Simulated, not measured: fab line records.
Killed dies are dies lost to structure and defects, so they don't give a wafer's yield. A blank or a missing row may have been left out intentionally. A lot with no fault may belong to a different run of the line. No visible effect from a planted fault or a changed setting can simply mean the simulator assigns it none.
fab line records    flow n5_finfet
record lots=7  wafers=21
route steps=1938 shown MOL_CONTACT_COAG@595 BEOL_M0_SAQP@652 BEOL_M1@753 BEOL_M2@890
start_h: the number of hours between the record's first day and the start of the first shown wafer of the lot    wait_h: how many hours have passed since the lot's step before this one    " same as the row above    L1.1+2: a single row standing in for several wafers    - either no value or no given start    * or withheld: withheld    < > ~ a bound
route shown NAME@n: names a module that has steps shown in the file, with the first one's number in the route    usual: mean/standard deviation taken from wafers without a fault    same: alike in all rows    chamber/n: place in a boat    sites: readings site by site    _std_site: how widely they spread, as a standard deviation    _edge_site: the outer-site mean with the inner-site mean subtracted    radius_mm: how far each site lies from the wafer's centre    mask NAME#n: copy n    behind: the most recent tool/chamber to have shaped the wafer    hold: what put the lot on hold/how long, in hours/how the hold closed    device: the transistor (n, p or np) that didn't switch    end of line: at the end of the route, the tests of the same wafers    a step without rows: its recipe alone    killed: not the wafer's yield, but the dies lost to structure and defects at the first sort    map: per-die view of a wafer (x killed, . not killed, _ where there is no die)
set.NAME: setting as actually run; set.NAME@STEP: the setting as run at that earlier step    model.NAME: the simulator's own value behind a step, which no gauge read
lots whose settings were changed on purpose; a table a step, a row a wafer
## steps
# step N5_MOL_CONTACT_COAG_COAT_64
# recipe resist=underlayer  temp_c=205  time_s=60  spin_rpm=1500  resist_thk_nm=10
lot.wafer   tool            chamber  start_h  wait_h  set.spin_rpm  model.underlayer_of_MOL_CONTACT_COAG_COAT_64.thk_nm
L076.1+3+5  litho_track-02  0        -        -       1500          10
L077.2      litho_track-02  0        -        -       1552          9.8
L077.3+6    "               0        "        "       1500          10
L078.3+4+6  litho_track-03  0        -        -       1500          10
L080.3+4    litho_track-02  0        -        -       1500          10
L080.5      "               0        "        "       1332          10.6
L083.3      litho_track-01  0        -        -       1500          10
L083.5+6    "               0        "        "       1341          10.6
L086.1+5    litho_track-02  0        -        -       1500          10
L086.3      "               0        "        "       1569          9.8
L091.1      litho_track-03  0        -        -       1500          10
L091.3+4    "               0        "        "       1606          9.6
# step N5_MOL_CONTACT_COAG_COAT_34
# recipe resist=CAR-EUV  spin_rpm=1500  resist_thk_nm=40
# step N5_MOL_CONTACT_COAG_EBR_36
# recipe solvent=PGMEA  ebr_width_mm=1.5
# step N5_MOL_CONTACT_COAG_DESCUM_45
# recipe chemistry=O2  time_s=7  source_power_w=50  bias_power_w=20  pressure_mtorr=20  rf_frequency_hz=2.712e+07  temp_c=40  resist=CAR-EUV  o2_flow_sccm=225
# step N5_MOL_CONTACT_COAG_ETCH_65
# recipe chemistry=N2/H2  target=underlayer  target_depth_a=130  mask_material=CAR-EUV  time_s=10.4  ion_energy_ev=200  pressure_mtorr=30  source_w=840  bias_w=150  n2_flow_sccm=200  h2_flow_sccm=200  ends=cleared
lot.wafer  tool         chamber  start_h  wait_h  set.spin_rpm@MOL_CONTACT_COAG_COAT_64  model.CAR-EUV_of_MOL_CONTACT_COAG_COAT_34.thk_nm  model.etch.depth_nm
L076.1     rie_diel-01  2        115.79   0.0     1500                                   24.6                                              9.987
L076.3     "            1        "        "       1500                                   24.6                                              10.01
L076.5     "            0        "        "       1500                                   24.8                                              9.975
L077.2     rie_diel-01  0        116.00   0.0     1552                                   25.2                                              9.826
L077.3     "            1        "        "       1500                                   25                                                10
L077.6     "            3        "        "       1500                                   24.8                                              9.977
L078.3     rie_diel-06  0        121.12   0.0     1500                                   24.8                                              10.04
L078.4     "            0        "        "       1500                                   24.8                                              10.03
L078.6     "            3        "        "       1500                                   24.6                                              10.03
L080.3     rie_diel-05  2        142.07   0.0     1500                                   24.8                                              9.997
L080.4     "            3        "        "       1500                                   24.6                                              10.02
L080.5     "            2        "        "       1332                                   24                                                10.63
L083.3     rie_diel-05  2        155.50   0.0     1500                                   24.8                                              9.97
L083.5     "            2        "        "       1341                                   24.2                                              10.54
L083.6     "            1        "        "       1341                                   24                                                10.56
L086.1     rie_diel-06  0        176.74   0.0     1500                                   24.6                                              9.955
L086.3     "            1        "        "       1569                                   24.8                                              9.719
L086.5     "            2        "        "       1500                                   24.6                                              10
L091.1     rie_diel-01  1        201.32   0.0     1500                                   24.6                                              10.05
L091.3     "            3        "        "       1606                                   25.2                                              9.679
L091.4     "            0        "        "       1606                                   25.2                                              9.674
# step N5_MOL_CONTACT_COAG_ETCH_66
# recipe chemistry=CF4  target=SiARC  target_depth_a=130  mask_material=CAR-EUV  time_s=21.7  ion_energy_ev=80  pressure_mtorr=40  source_w=545  bias_w=36  Ar_flow_sccm=100  cf4_flow_sccm=100  ends=cleared
lot.wafer  tool         chamber  start_h  wait_h  set.spin_rpm@MOL_CONTACT_COAG_COAT_64  model.CAR-EUV_of_MOL_CONTACT_COAG_COAT_34.thk_nm
L076.1+3   rie_diel-01  2,1      115.81   0.0     1500                                   17
L076.5     "            0        "        "       1500                                   17.2
L077.2     rie_diel-01  0        116.02   0.0     1552                                   17.4
L077.3+6   "            1,3      "        "       1500                                   17.2
L078.3+6   rie_diel-06  0,3      121.14   0.0     1500                                   17
L078.4     "            0        "        "       1500                                   17.2
L080.3     rie_diel-05  2        142.09   0.0     1500                                   17.2
L080.4     "            3        "        "       1500                                   17
L080.5     "            2        "        "       1332                                   16.2
L083.3     rie_diel-05  2        155.52   0.0     1500                                   17.2
L083.5+6   "            2,1      "        "       1341                                   16.4
L086.1     rie_diel-06  0        176.76   0.0     1500                                   17
L086.3     "            1        "        "       1569                                   17.2
L086.5     "            2        "        "       1500                                   16.8
L091.1     rie_diel-01  1        201.34   0.0     1500                                   17
L091.3+4   "            3,0      "        "       1606                                   17.4
# step N5_MOL_CONTACT_COAG_ALD_133
# recipe material=SiO2  target_thk_a=50  temp_c=100  ald_precursor_family=BDEAS  ald_co_reactant=O2-plasma  pulse_time_s=1  co_reactant_pulse_time_s=1  purge_time_s=2  co_reactant_purge_time_s=2  ald_cycles=35  pressure_torr=2
# step N5_MOL_CONTACT_COAG_ETCHBACK_134
# recipe chemistry=CHF3  target=SiO2  target_depth_a=100  time_s=6.7  ion_energy_ev=200  pressure_mtorr=30  source_w=610  bias_w=170  Ar_flow_sccm=200  CHF3_flow_sccm=50
lot.wafer  tool         chamber  start_h  wait_h  set.spin_rpm@MOL_CONTACT_COAG_COAT_64  model.CAR-EUV_of_MOL_CONTACT_COAG_COAT_34.thk_nm
L076.1     rie_diel-01  3        116.08   0.1     1500                                   15.4
L076.3     "            2        "        "       1500                                   15.6
L076.5     "            1        "        "       1500                                   15.8
L077.2     rie_diel-05  2        116.31   0.1     1552                                   16
L077.3     "            1        "        "       1500                                   15.8
L077.6     "            1        "        "       1500                                   15.6
L078.3+6   rie_diel-06  0,2      121.40   0.1     1500                                   15.6
L078.4     "            3        "        "       1500                                   15.8
L080.3+4   rie_diel-05  3,1      142.35   0.1     1500                                   15.6
L080.5     "            1        "        "       1332                                   14.8
L083.3     rie_diel-05  1        155.79   0.1     1500                                   15.8
L083.5+6   "            2,3      "        "       1341                                   15
L086.1     rie_diel-05  3        177.76   0.1     1500                                   15.6
L086.3     "            2        "        "       1569                                   15.8
L086.5     "            2        "        "       1500                                   15.4
L091.1     rie_diel-06  0        202.04   0.1     1500                                   15.6
L091.3+4   "            2,3      "        "       1606                                   16
# step N5_BEOL_M0_SAQP_DESCUM_19
# recipe chemistry=O2  time_s=7.9  source_power_w=50  bias_power_w=20  pressure_mtorr=20  rf_frequency_hz=2.712e+07  temp_c=40  resist=CAR-ArF  o2_flow_sccm=225
lot.wafer   tool         chamber  start_h  wait_h  set.time_s  model.CAR-ArF_of_BEOL_M0_SAQP_COAT_08.thk_nm
L076.1+3+5  rie_diel-03  3,0,3    122.68   0.0     7.9         83.4
L077.2      rie_diel-03  2        128.99   0.0     9.254       82.4
L077.3      "            3        "        "       7.9         83.6
L077.6      "            2        "        "       9.254       82.6
L078.3      rie_diel-03  2        129.28   0.3     7.9         83.4
L078.4      "            1        "        "       7.9         83.6
L078.6      "            3        "        "       6.392       84.4
L080.3+5    rie_diel-03  0,3      150.89   0.1     7.9         83.8
L080.4      "            3        "        "       9.236       83
L083.3      rie_diel-02  3        161.93   0.0     7.9         83.6
L083.5      "            1        "        "       9.647       82.6
L083.6      "            0        "        "       7.9         83.8
L086.1+5    rie_diel-03  3        184.03   0.0     7.9         83
L086.3      "            1        "        "       7.9         83.4
L091.1      rie_diel-03  3        211.11   0.0     7.9         83
L091.3      "            2        "        "       9.302       82.2
L091.4      "            1        "        "       7.9         83.2
# step N5_BEOL_M0_SAQP_ETCH_83
# recipe chemistry=CF4  target=SiARC  target_depth_a=390  mask_material=CAR-ArF  time_s=65  ion_energy_ev=80  pressure_mtorr=40  source_w=545  bias_w=36  Ar_flow_sccm=100  cf4_flow_sccm=100  ends=cleared
lot.wafer   tool         chamber  start_h  wait_h  set.time_s@BEOL_M0_SAQP_DESCUM_19  model.CAR-ArF_of_BEOL_M0_SAQP_COAT_08.thk_nm
L076.1+3+5  rie_diel-03  3,0,3    122.72   0.0     7.9                                55.4
L077.2      rie_diel-03  2        129.02   0.0     9.254                              54.4
L077.3      "            3        "        "       7.9                                55.6
L077.6      "            2        "        "       9.254                              54.6
L078.3      rie_diel-03  2        129.32   0.0     7.9                                55.4
L078.4      "            1        "        "       7.9                                55.6
L078.6      "            3        "        "       6.392                              56.4
L080.3+5    rie_diel-03  0,3      150.93   0.0     7.9                                55.8
L080.4      "            3        "        "       9.236                              54.8
L083.3      rie_diel-02  3        161.97   0.0     7.9                                55.6
L083.5      "            1        "        "       9.647                              54.6
L083.6      "            0        "        "       7.9                                55.8
L086.1+5    rie_diel-03  3        184.07   0.0     7.9                                54.8
L086.3      "            1        "        "       7.9                                55.2
L091.1      rie_diel-03  3        211.14   0.0     7.9                                55.2
L091.3      "            2        "        "       9.302                              54.2
L091.4      "            1        "        "       7.9                                55.4
# step N5_BEOL_M0_SAQP_ETCH_106
# recipe chemistry=N2/H2  target=SOC  target_depth_a=1500  stop_on=SiNx  ion_energy_ev=100  bias_w=61  pressure_mtorr=30  source_w=850  n2_flow_sccm=200  h2_flow_sccm=200
lot.wafer  tool         chamber  start_h  wait_h  set.target_depth_a  model.SOC_of_BEOL_M0_SAQP_COAT_105.thk_nm
L076.1     rie_diel-04  2        124.95   -       1500                23.2
L076.3     "            1        "        "       1500                23
L076.5     "            3        "        "       1500                21.8
L077.2     rie_diel-04  1        131.90   -       1500                22.2
L077.3     "            0        "        "       1500                21.2
L077.6     "            0        "        "       1500                20.8
L078.3     rie_diel-02  2        132.08   -       1500                26.6
L078.4     "            0        "        "       1631                17.8
L078.6     "            2        "        "       1631                19.8
L080.3     rie_diel-03  1        153.34   -       1660                16.8
L080.4     "            2        "        "       1660                17.4
L080.5     "            3        "        "       1500                26.2
L083.3     rie_diel-02  3        164.23   -       1500                25.2
L083.5     "            3        "        "       1500                25
L083.6     "            2        "        "       1500                26
L086.1     rie_diel-03  2        187.19   -       1500                24.4
L086.3     "            1        "        "       1419                27.4
L086.5     "            2        "        "       1419                27.8
L091.1     rie_diel-04  3        214.09   -       1500                20.6
L091.3     "            0        "        "       1500                18.8
L091.4     "            2        "        "       1674                12.2
# step N5_BEOL_M0_SAQP_ETCH_107
# recipe chemistry=CH3F/O2  target=SiNx  target_depth_a=300  mask_material=SOC  pressure_mtorr=30  source_w=395  bias_w=73  Ar_flow_sccm=150  CH3F_flow_sccm=30  O2_flow_sccm=20  ion_energy_ev=120
lot.wafer  tool         chamber  start_h  wait_h  set.target_depth_a@BEOL_M0_SAQP_ETCH_106  model.SOC_of_BEOL_M0_SAQP_COAT_105.thk_nm
L076.1+3   rie_diel-04  2,1      125.01   0.0     1500                                      12
L076.5     "            3        "        "       1500                                      10.6
L077.2     rie_diel-04  1        131.96   0.0     1500                                      11.2
L077.3     "            0        "        "       1500                                      10
L077.6     "            0        "        "       1500                                      9.6
L078.3     rie_diel-02  2        132.14   0.0     1500                                      16.2
L078.4     "            0        "        "       1631                                      7
L078.6     "            2        "        "       1631                                      9.2
L080.3     rie_diel-03  1        153.40   0.0     1660                                      5.8
L080.4     "            2        "        "       1660                                      6.6
L080.5     "            3        "        "       1500                                      15.6
L083.3     rie_diel-02  3        164.29   0.0     1500                                      14.4
L083.5     "            3        "        "       1500                                      14.2
L083.6     "            2        "        "       1500                                      15.2
L086.1     rie_diel-03  2        187.25   0.0     1500                                      13.6
L086.3     "            1        "        "       1419                                      16.6
L086.5     "            2        "        "       1419                                      17
L091.1     rie_diel-04  3        214.15   0.0     1500                                      9.8
L091.3     "            0        "        "       1500                                      7.6
L091.4     "            2        "        "       1674                                      1.2
# step N5_BEOL_M1_PECVD_72
# recipe material=SiO2  target_thk_a=160  temp_c=400  precursor=TEOS/O2  pressure_torr=5.5  rf_w=450  teos_flow_sccm=53.8  gas=O2  flow_sccm=3000  time_s=18
lot.wafer   tool      chamber  start_h  wait_h  set.temp_c  model.SiO2_of_BEOL_M1_PECVD_72.thk_nm
L076.1      pecvd-01  0        140.88   0.0     400         16
L076.3+5    "         1,2      "        "       400         15.8
L077.2+6    pecvd-01  0        141.37   0.0     400         16.2
L077.3      "         1        "        "       400         15.8
L078.3      pecvd-03  1        142.02   0.0     387.5       17.2
L078.4      "         2        "        "       387.5       17.4
L078.6      "         0        "        "       400         16.4
L080.3+4+5  pecvd-03  2,1,2    162.36   0.0     400         16
L083.3      pecvd-04  1        172.30   0.0     400         16
L083.5      "         0        "        "       400         16.4
L083.6      "         2        "        "       400         16.2
L086.1      pecvd-04  1        196.39   0.0     415.9       14
L086.3      "         0        "        "       415.9       14.2
L086.5      "         2        "        "       400         15.8
L091.1      pecvd-04  1        223.84   0.0     400         16.2
L091.3      "         2        "        "       393.2       16.6
L091.4      "         0        "        "       393.2       17
# step N5_BEOL_M1_COAT_61
# recipe resist=SOC  temp_c=250  time_s=60  spin_rpm=1500  resist_thk_nm=60
lot.wafer   tool            chamber  start_h  wait_h  set.spin_rpm  model.SOC_of_BEOL_M1_COAT_61.thk_nm
L076.1+3+5  litho_track-01  0        141.50   0.1     1500          60.2
L077.2+3    litho_track-02  0        141.72   0.1     1500          60
L077.6      "               0        "        "       1437          61.2
L078.3+4    litho_track-04  0        142.30   0.1     1591          58.4
L078.6      "               0        "        "       1591          58.6
L080.3+4    litho_track-02  0        165.15   0.1     1500          60.2
L080.5      "               0        "        "       1500          60
L083.3      litho_track-01  0        172.53   0.1     1500          60.2
L083.5      "               0        "        "       1408          62
L083.6      "               0        "        "       1500          60
L086.1      litho_track-04  0        197.30   0.1     1500          60
L086.3+5    "               0        "        "       1407          61.8
L091.1+3    litho_track-04  0        224.02   0.1     1500          60
L091.4      "               0        "        "       1382          62.4
# step N5_BEOL_M1_COAT_62
# recipe resist=SiARC  temp_c=220  time_s=60  spin_rpm=1500  resist_thk_nm=12
# step N5_BEOL_M1_COAT_73
# recipe resist=underlayer  temp_c=205  time_s=60  spin_rpm=1500  resist_thk_nm=5
# step N5_BEOL_M1_ETCH_74
# recipe chemistry=N2/H2  target=underlayer  target_depth_a=65  mask_material=CAR-EUV  time_s=5.2  ion_energy_ev=200  pressure_mtorr=30  source_w=840  bias_w=150  n2_flow_sccm=200  h2_flow_sccm=200  ends=cleared
# step N5_BEOL_M1_ETCH_63
# recipe chemistry=CF4  target=SiARC  target_depth_a=156  mask_material=CAR-EUV  time_s=26  ion_energy_ev=80  pressure_mtorr=40  source_w=545  bias_w=36  Ar_flow_sccm=100  cf4_flow_sccm=100  ends=cleared
# step N5_BEOL_M1_ETCH_64
# recipe chemistry=N2/H2  target=SOC  target_depth_a=750  overetch_a=150  mask_material=SiARC  temp_c=40  time_s=112.5  ion_energy_ev=200  pressure_mtorr=30  source_w=840  bias_w=150  n2_flow_sccm=200  h2_flow_sccm=200
lot.wafer  tool         chamber  start_h  wait_h  set.spin_rpm@BEOL_M1_COAT_61  model.etch.depth_nm
L076.1     rie_diel-02  3        142.55   0.0     1500                          60.27
L076.3     "            0        "        "       1500                          60.2
L076.5     "            2        "        "       1500                          60.23
L077.2     rie_diel-04  3        142.74   0.0     1500                          60.07
L077.3     "            2        "        "       1500                          59.94
L077.6     "            2        "        "       1437                          61.15
L078.3     rie_diel-02  2        143.25   0.0     1591                          58.39
L078.4     "            0        "        "       1591                          58.42
L078.6     "            3        "        "       1591                          58.57
L080.3     rie_diel-04  1        165.74   0.0     1500                          60.19
L080.4     "            3        "        "       1500                          60.1
L080.5     "            0        "        "       1500                          59.95
L083.3     rie_diel-02  1        173.13   0.0     1500                          60.12
L083.5     "            2        "        "       1408                          62.09
L083.6     "            3        "        "       1500                          59.95
L086.1     rie_diel-03  2        197.76   0.0     1500                          59.95
L086.3     "            0        "        "       1407                          61.75
L086.5     "            3        "        "       1407                          61.84
L091.1     rie_diel-03  1        224.78   0.0     1500                          59.93
L091.3     "            0        "        "       1500                          59.91
L091.4     "            2        "        "       1382                          62.47
# step N5_BEOL_M1_STRIP_65
# recipe chemistry=N2/H2  temp_c=40  n2_flow_sccm=200  h2_flow_sccm=200  rf_frequency_hz=6e+07
# step N5_BEOL_M1_STRIP_75
# recipe chemistry=N2/H2  temp_c=40  n2_flow_sccm=200  h2_flow_sccm=200  rf_frequency_hz=6e+07
# step N5_BEOL_M1_STRIP_66
# recipe chemistry=CF4  resist=SiARC  power_w=300  bias_power_w=75  pressure_mtorr=50  cf4_flow_sccm=150  rf_frequency_hz=6e+07
# step N5_BEOL_M1_HM_OPEN_17
# recipe chemistry=Cl2/BCl3  target_depth_a=200  overetch_a=60  target=TiN  mask_material=SOC  ion_energy_ev=150  pressure_mtorr=10  icp_w=1000  bias_w=126  Cl2_flow_sccm=53.25  bcl3_flow_sccm=21.75  Ar_flow_sccm=25
lot.wafer  tool          chamber  start_h  wait_h  set.spin_rpm@BEOL_M1_COAT_61  model.SOC_of_BEOL_M1_COAT_61.thk_nm
L076.1     rie_metal-01  1        142.71   0.0     1500                          52.6
L076.3+5   "             0        "        "       1500                          52.2
L077.2     rie_metal-02  1        142.91   0.0     1500                          52
L077.3     "             1        "        "       1500                          51.8
L077.6     "             0        "        "       1437                          53.2
L078.3     rie_metal-01  1        143.45   0.1     1591                          50.6
L078.4+6   "             0        "        "       1591                          50.4
L080.3     rie_metal-01  0        165.94   0.1     1500                          52
L080.4     "             1        "        "       1500                          52.4
L080.5     "             1        "        "       1500                          52.2
L083.3     rie_metal-03  0        173.36   0.1     1500                          52
L083.5     "             0        "        "       1408                          54
L083.6     "             0        "        "       1500                          51.8
L086.1     rie_metal-03  1        197.93   0.0     1500                          52
L086.3     "             1        "        "       1407                          53.8
L086.5     "             1        "        "       1407                          54
L091.1     rie_metal-02  0        224.95   0.0     1500                          52.2
L091.3     "             1        "        "       1500                          52
L091.4     "             0        "        "       1382                          54.6
# step N5_BEOL_M1_ETCH_70
# recipe chemistry=N2/H2  target=SOC  target_depth_a=800  overetch_a=160  mask_material=SiARC  temp_c=40  time_s=120  ion_energy_ev=200  pressure_mtorr=30  source_w=840  bias_w=150  n2_flow_sccm=200  h2_flow_sccm=200
lot.wafer  tool         chamber  start_h  wait_h  set.time_s  model.SiARC_of_BEOL_M1_COAT_68.thk_nm
L076.1+5   rie_diel-03  3        149.58   0.0     120         6.6
L076.3     "            0        "        "       120         6.4
L077.2+3   rie_diel-02  1,2      153.70   0.0     109.7       7
L077.6     "            3        "        "       120         6.4
L078.3     rie_diel-04  1        153.74   0.0     133.9       5.6
L078.4     "            0        "        "       120         6
L078.6     "            0        "        "       133.9       5.2
L080.3     rie_diel-03  0        168.07   0.0     120         6.4
L080.4+5   "            2        "        "       99.59       7.4
L083.3+5   rie_diel-04  3,0      181.90   0.0     137.5       5.2
L083.6     "            1        "        "       120         6.4
L086.1+3   rie_diel-03  0,2      201.45   0.0     120         6.4
L086.5     "            2        "        "       120         6.6
L091.1     rie_diel-04  1        229.05   0.0     130.1       5.8
L091.3     "            0        "        "       120         6
L091.4     "            3        "        "       120         6.2
# step N5_BEOL_M1_STRIP_71
# recipe chemistry=N2/H2  temp_c=40  n2_flow_sccm=200  h2_flow_sccm=200  rf_frequency_hz=6e+07
# step N5_BEOL_M1_STRIP_78
# recipe chemistry=N2/H2  temp_c=40  n2_flow_sccm=200  h2_flow_sccm=200  rf_frequency_hz=6e+07
# step N5_BEOL_M1_STRIP_97
# recipe chemistry=N2/H2  time_s=10  power_w=450  temp_c=40  pressure_mtorr=20  rf_frequency_hz=6e+07  bias_power_w=7  n2_flow_sccm=200  h2_flow_sccm=200
# step N5_BEOL_M1_HM_STRIP_39
# recipe chemistry=peroxide_tin_strip  material=TiN  target_depth_a=250  temp_c=50  time_s=158
lot.wafer   tool          chamber  start_h  wait_h  set.temp_c@BEOL_M1_PECVD_72  model.SiO2_of_BEOL_M1_PECVD_72.thk_nm
L076.1+3    wet_bench-04  4,0      149.98   0.0     400                          15.8
L076.5      "             6        "        "       400                          15.6
L077.2+6    wet_bench-01  6,2      154.09   0.0     400                          16
L077.3      "             5        "        "       400                          15.8
L078.3      wet_bench-04  1        154.13   0.0     387.5                        17
L078.4      "             0        "        "       387.5                        17.2
L078.6      "             7        "        "       400                          16.2
L080.3+4+5  wet_bench-06  3,0,7    168.45   0.0     400                          15.8
L083.3      wet_bench-06  3        182.29   0.0     400                          15.8
L083.5      "             7        "        "       400                          16.4
L083.6      "             5        "        "       400                          16
L086.1      wet_bench-01  7        201.83   0.0     415.9                        13.8
L086.3      "             6        "        "       415.9                        14
L086.5      "             2        "        "       400                          15.8
L091.1      wet_bench-01  3        229.43   0.0     400                          16
L091.3      "             1        "        "       393.2                        16.4
L091.4      "             2        "        "       393.2                        16.8
# step N5_BEOL_M2_TRENCH_ETCH_37
# recipe chemistry=C4F6/O2  target_depth_a=555.55  target=SiOC  time_s=29.2  ion_energy_ev=250  pressure_mtorr=30  source_w=355  bias_w=185  Ar_flow_sccm=300  C4F6_flow_sccm=10  O2_flow_sccm=10
# usual rf_vpp_V=673/9.5
lot.wafer  tool         chamber  start_h  wait_h  set.bias_w  rf_vpp_V
L076.1     rie_diel-05  3        -        -       185         666
L076.3     "            2        "        "       185         685
L076.5     "            1        "        "       185         693
L077.2     rie_diel-01  0        -        -       185         684
L077.3     "            1        "        "       185         667
L077.6     "            1        "        "       167         616
L078.3     rie_diel-06  3        -        -       185         664
L078.4     "            1        "        "       185         662
L078.6     "            1        "        "       172.9       627
L080.3     rie_diel-01  2        -        -       185         661
L080.4     "            3        "        "       185         676
L080.5     "            2        "        "       185         663
L083.3     rie_diel-05  2        -        -       163.9       620
L083.5     "            1        "        "       163.9       627
L083.6     "            2        "        "       185         685
L086.1     rie_diel-01  0        -        -       185         684
L086.3     "            3        "        "       161.6       608
L086.5     "            0        "        "       185         685
L091.1     rie_diel-06  1        -        -       185         661
L091.3     "            2        "        "       185         675
L091.4     "            3        "        "       185         664
## key
split step=N5_MOL_CONTACT_COAG_COAT_64  setting=spin_rpm  stated=1500  by=wafer
response step=N5_MOL_CONTACT_COAG_COAT_64  reading=model.underlayer_of_MOL_CONTACT_COAG_COAT_64.thk_nm  change=-0.0546  per=1%  r=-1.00
response step=N5_MOL_CONTACT_COAG_ETCH_65  reading=model.CAR-EUV_of_MOL_CONTACT_COAG_COAT_34.thk_nm  change=+0.0669  per=1%  r=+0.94
response step=N5_MOL_CONTACT_COAG_ETCH_65  reading=model.etch.depth_nm  change=-0.0547  per=1%  r=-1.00
response step=N5_MOL_CONTACT_COAG_ETCH_66  reading=model.CAR-EUV_of_MOL_CONTACT_COAG_COAT_34.thk_nm  change=+0.0731  per=1%  r=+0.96
response step=N5_MOL_CONTACT_COAG_ETCHBACK_134  reading=model.CAR-EUV_of_MOL_CONTACT_COAG_COAT_34.thk_nm  change=+0.0707  per=1%  r=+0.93
split step=N5_BEOL_M0_SAQP_DESCUM_19  setting=time_s  stated=7.9  by=wafer
response step=N5_BEOL_M0_SAQP_DESCUM_19  reading=model.CAR-ArF_of_BEOL_M0_SAQP_COAT_08.thk_nm  change=-0.0514  per=1%  r=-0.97
response step=N5_BEOL_M0_SAQP_ETCH_83  reading=model.CAR-ArF_of_BEOL_M0_SAQP_COAT_08.thk_nm  change=-0.0554  per=1%  r=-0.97
split step=N5_BEOL_M0_SAQP_ETCH_106  setting=target_depth_a  stated=1500  by=wafer
response step=N5_BEOL_M0_SAQP_ETCH_106  reading=model.SOC_of_BEOL_M0_SAQP_COAT_105.thk_nm  change=-0.762  per=1%  r=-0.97
response step=N5_BEOL_M0_SAQP_ETCH_107  reading=model.SOC_of_BEOL_M0_SAQP_COAT_105.thk_nm  change=-0.778  per=1%  r=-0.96
split step=N5_BEOL_M1_PECVD_72  setting=temp_c  stated=400  by=wafer
response step=N5_BEOL_M1_PECVD_72  reading=model.SiO2_of_BEOL_M1_PECVD_72.thk_nm  change=-0.372  per=1%  r=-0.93
response step=N5_BEOL_M1_HM_STRIP_39  reading=model.SiO2_of_BEOL_M1_PECVD_72.thk_nm  change=-0.4  per=1%  r=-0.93
split step=N5_BEOL_M1_COAT_61  setting=spin_rpm  stated=1500  by=wafer
response step=N5_BEOL_M1_COAT_61  reading=model.SOC_of_BEOL_M1_COAT_61.thk_nm  change=-0.3  per=1%  r=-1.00
response step=N5_BEOL_M1_ETCH_64  reading=model.etch.depth_nm  change=-0.314  per=1%  r=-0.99
response step=N5_BEOL_M1_HM_OPEN_17  reading=model.SOC_of_BEOL_M1_COAT_61.thk_nm  change=-0.32  per=1%  r=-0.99
split step=N5_BEOL_M1_ETCH_70  setting=time_s  stated=120  by=wafer
response step=N5_BEOL_M1_ETCH_70  reading=model.SiARC_of_BEOL_M1_COAT_68.thk_nm  change=-0.0629  per=1%  r=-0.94
split step=N5_BEOL_M2_TRENCH_ETCH_37  setting=bias_w  stated=185  by=wafer
response step=N5_BEOL_M2_TRENCH_ETCH_37  reading=rf_vpp_V  change=+5.82  per=1%  r=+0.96
